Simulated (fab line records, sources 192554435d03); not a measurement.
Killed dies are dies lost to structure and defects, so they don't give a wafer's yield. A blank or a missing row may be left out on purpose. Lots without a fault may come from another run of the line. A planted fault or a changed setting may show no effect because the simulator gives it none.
Which tool did it? | flow n5_finfet | 11 lots, 32 wafers sampled, at 4 steps of a route of 1938

WHAT THE GAUGES READ, wafer by wafer
The record holds no reading of a measuring or inspecting step that can be judged against a usual standard deviation.

WHICH TOOL RAN EACH LOT (tool, then ch and the chambers of the sampled wafers, then the start)
lot  | N5_BEOL_M4_SPUTTER_88        | N5_BEOL_M4_SPUTTER_96        | N5_BEOL_M4_ANNEAL_51             | N5_BEOL_M5_ETCH_62
L178 | pvd_sputter-02, day 9 08:24  | pvd_sputter-02, day 9 09:17  | rtp_anneal-01 ch 0, day 9 09:31  | rie_diel-01 ch 0,2, day 9 13:12
L176 | pvd_sputter-03, day 9 10:21  | pvd_sputter-03, day 9 11:14  | rtp_anneal-01 ch 0, day 9 11:43  | rie_diel-02 ch 0,3, day 9 15:50
L180 | pvd_sputter-03, day 10 14:11 | pvd_sputter-03, day 10 15:04 | rtp_anneal-01 ch 0, day 10 15:18 | rie_diel-01 ch 0,2,3, day 10 19:31
L182 | pvd_sputter-03, day 10 16:59 | pvd_sputter-03, day 10 17:52 | rtp_anneal-01 ch 0, day 10 18:10 | rie_diel-01 ch 0,2,3, day 10 22:44
L183 | pvd_sputter-02, day 10 17:43 | pvd_sputter-02, day 10 18:36 | rtp_anneal-01 ch 0, day 10 18:47 | rie_diel-02 ch 0,2,3, day 10 23:09
L181 | pvd_sputter-01, day 10 18:44 | pvd_sputter-01, day 10 19:37 | rtp_anneal-01 ch 0, day 10 19:52 | rie_diel-01 ch 0,1, day 10 23:16
L184 | pvd_sputter-03, day 10 22:43 | pvd_sputter-03, day 10 23:35 | rtp_anneal-02 ch 0, day 10 23:47 | rie_diel-05 ch 0,1,2, day 11 06:47
L185 | pvd_sputter-02, day 11 19:05 | pvd_sputter-02, day 11 19:58 | rtp_anneal-01 ch 0, day 11 20:10 | rie_diel-01 ch 1,2,3, day 12 00:14
L193 | pvd_sputter-03, day 13 12:41 | pvd_sputter-03, day 13 13:34 | rtp_anneal-01 ch 0, day 13 13:45 | rie_diel-01 ch 0,1,2, day 13 19:01
L197 | pvd_sputter-03, day 14 19:22 | pvd_sputter-03, day 14 20:14 | rtp_anneal-02 ch 0, day 14 20:43 | rie_diel-01 ch 0,1,3, day 15 01:13
L199 | pvd_sputter-02, day 15 03:02 | pvd_sputter-02, day 15 03:55 | rtp_anneal-01 ch 0, day 15 04:07 | rie_diel-02 ch 0,1,2, day 15 07:49
- N5_BEOL_M4_SPUTTER_88: material Cu, target thk 4.5 nm, time 8.29 s.
- N5_BEOL_M4_SPUTTER_96: material Cu, target thk 4.5 nm, time 8.29 s.
- N5_BEOL_M4_ANNEAL_51: time 90 s.
- N5_BEOL_M5_ETCH_62: etches SOC in N2/H2, target depth 75 nm, overetch 15 nm, time 112.5 s.

WHAT THE TOOLS THEMSELVES READ (means of the sampled wafers that have a number; where no wafer has one, the mark that the record gives instead)
N5_BEOL_M4_SPUTTER_88. Usual: chuck_sensor_temp_C -15.8 C, standard deviation 0.44; throttle_valve_pct 29.6 %, standard deviation 1.
lot  | tool           | chuck_sensor_temp_C (C) | throttle_valve_pct (%) | flag
L178 | pvd_sputter-02 | -15.6                   | 29.1                   |
L176 | pvd_sputter-03 | -16.0                   | 30.0                   |
L180 | pvd_sputter-03 | -16.0                   | 29.3                   |
L182 | pvd_sputter-03 | -16.0                   | 29.1                   |
L183 | pvd_sputter-02 | -15.8                   | 29.6                   |
L181 | pvd_sputter-01 | -16.0                   | 31.2                   |
L184 | pvd_sputter-03 | -16.1                   | 29.2                   |
L185 | pvd_sputter-02 | -15.6                   | 29.4                   |
L193 | pvd_sputter-03 | -16.2                   | 29.3                   |
L197 | pvd_sputter-03 | -16.2                   | 29.8                   |
L199 | pvd_sputter-02 | -15.4                   | 28.7                   |

N5_BEOL_M4_SPUTTER_96. Usual: chuck_sensor_temp_C -15.8 C, standard deviation 0.44; throttle_valve_pct 29.6 %, standard deviation 1.1.
lot  | tool           | chuck_sensor_temp_C (C) | throttle_valve_pct (%) | flag
L178 | pvd_sputter-02 | -15.6                   | 29.1                   |
L176 | pvd_sputter-03 | -16.1                   | 30.0                   |
L180 | pvd_sputter-03 | -16.1                   | 29.3                   |
L182 | pvd_sputter-03 | -16.0                   | 29.3                   |
L183 | pvd_sputter-02 | -15.8                   | 29.6                   |
L181 | pvd_sputter-01 | -16.1                   | 31.2                   |
L184 | pvd_sputter-03 | -16.0                   | 29.1                   |
L185 | pvd_sputter-02 | -15.6                   | 29.4                   |
L193 | pvd_sputter-03 | -16.0                   | 29.3                   |
L197 | pvd_sputter-03 | -16.3                   | 29.7                   |
L199 | pvd_sputter-02 | -15.3                   | 28.9                   |

N5_BEOL_M4_ANNEAL_51. Usual: anneal_temp_c 224.98 C, standard deviation 0.19; wafer_temp_C_max 226.05, standard deviation 0.3.
lot  | tool          | anneal_temp_c (C) | wafer_temp_C_max | flag
L178 | rtp_anneal-01 | 225.03            | 225.75           |
L176 | rtp_anneal-01 | 225.11            | 225.75           |
L180 | rtp_anneal-01 | 225.03            | 226.34           |
L182 | rtp_anneal-01 | 225.06            | 226.13           |
L183 | rtp_anneal-01 | 225.03            | 225.93           |
L181 | rtp_anneal-01 | 224.77            | 225.94           |
L184 | rtp_anneal-02 | 225.05            | 226.39           |
L185 | rtp_anneal-01 | 224.82            | 225.99           |
L193 | rtp_anneal-01 | 225.25            | 226.07           |
L197 | rtp_anneal-02 | 224.73            | 226.32           |
L199 | rtp_anneal-01 | 224.94            | 225.87           |

N5_BEOL_M5_ETCH_62. Usual: drypump_motor_current_A 5.9 A, standard deviation 0.34; oes_product_au 0.65 a.u., standard deviation 0.072; rf_fwd_power_W 836.5 W, standard deviation 2.6; rf_vpp_V 525.2 V, standard deviation 2.2; showerhead_plenum_p_Torr 2.59 Torr, standard deviation 0.076; throttle_valve_pct 17.80 %, standard deviation 0.23.
lot  | tool        | drypump_motor_current_A (A) | oes_product_au (a.u.) | rf_fwd_power_W (W) | rf_vpp_V (V) | showerhead_plenum_p_Torr (Torr) | throttle_valve_pct (%) | flag
L178 | rie_diel-01 | 6.0                         | 0.72                  | 834.1              | 526.5        | 2.65                            | 17.78                  |
L176 | rie_diel-02 | 6.0                         | 0.67                  | 838.2              | 527.6        | 2.68                            | 17.92                  |
L180 | rie_diel-01 | 6.0                         | 0.69                  | 835.5              | 526.3        | 2.61                            | 17.78                  |
L182 | rie_diel-01 | 6.0                         | 0.69                  | 837.5              | 525.8        | 2.61                            | 17.79                  |
L183 | rie_diel-02 | 6.0                         | 0.61                  | 837.3              | 526.6        | 2.61                            | 17.95                  |
L181 | rie_diel-01 | 6.0                         | 0.72                  | 836.4              | 525.4        | 2.61                            | 17.93                  |
L184 | rie_diel-05 | 5.7                         | 0.57                  | 835.9              | 524.3        | 2.52                            | 17.81                  |
L185 | rie_diel-01 | 5.8                         | 0.70                  | 836.8              | 526.5        | 2.62                            | 17.71                  |
L193 | rie_diel-01 | 6.0                         | 0.68                  | 905.2              | 513.9        | 2.62                            | 17.86                  | OFF
L197 | rie_diel-01 | 6.0                         | 0.66                  | 908.0              | 512.8        | 2.58                            | 17.94                  | OFF
L199 | rie_diel-02 | 5.8                         | 0.67                  | 834.4              | 524.3        | 2.57                            | 17.80                  |

THE ANSWER, worked out from the rows above alone
Rule: a lot is off if the mean of its wafers that have a number lies more than 3 standard deviations from the usual mean. A lot without any number at a reading at which 4 lots or more have one is off too. The other lots that the step has rows for count as sound. The gauges are gone through in route order, then the tools' own readings, and for those a lot's mean is taken as printed above. The first step at which some lot is off is used, and at that step the reading that is off furthest; a lot without a number counts as furthest.
Off: L193, L197, at N5_BEOL_M5_ETCH_62 (rf_fwd_power_W).
A tool fits if, at that step or a process step before it, it ran every lot that is off, and no sound lot after the first of them. Can't be told from this: 2 tools fit, pvd_sputter-03 at N5_BEOL_M4_SPUTTER_88 and N5_BEOL_M4_SPUTTER_96, rie_diel-01 at N5_BEOL_M5_ETCH_62.

WHAT THE SIMULATOR HAD PUT IN
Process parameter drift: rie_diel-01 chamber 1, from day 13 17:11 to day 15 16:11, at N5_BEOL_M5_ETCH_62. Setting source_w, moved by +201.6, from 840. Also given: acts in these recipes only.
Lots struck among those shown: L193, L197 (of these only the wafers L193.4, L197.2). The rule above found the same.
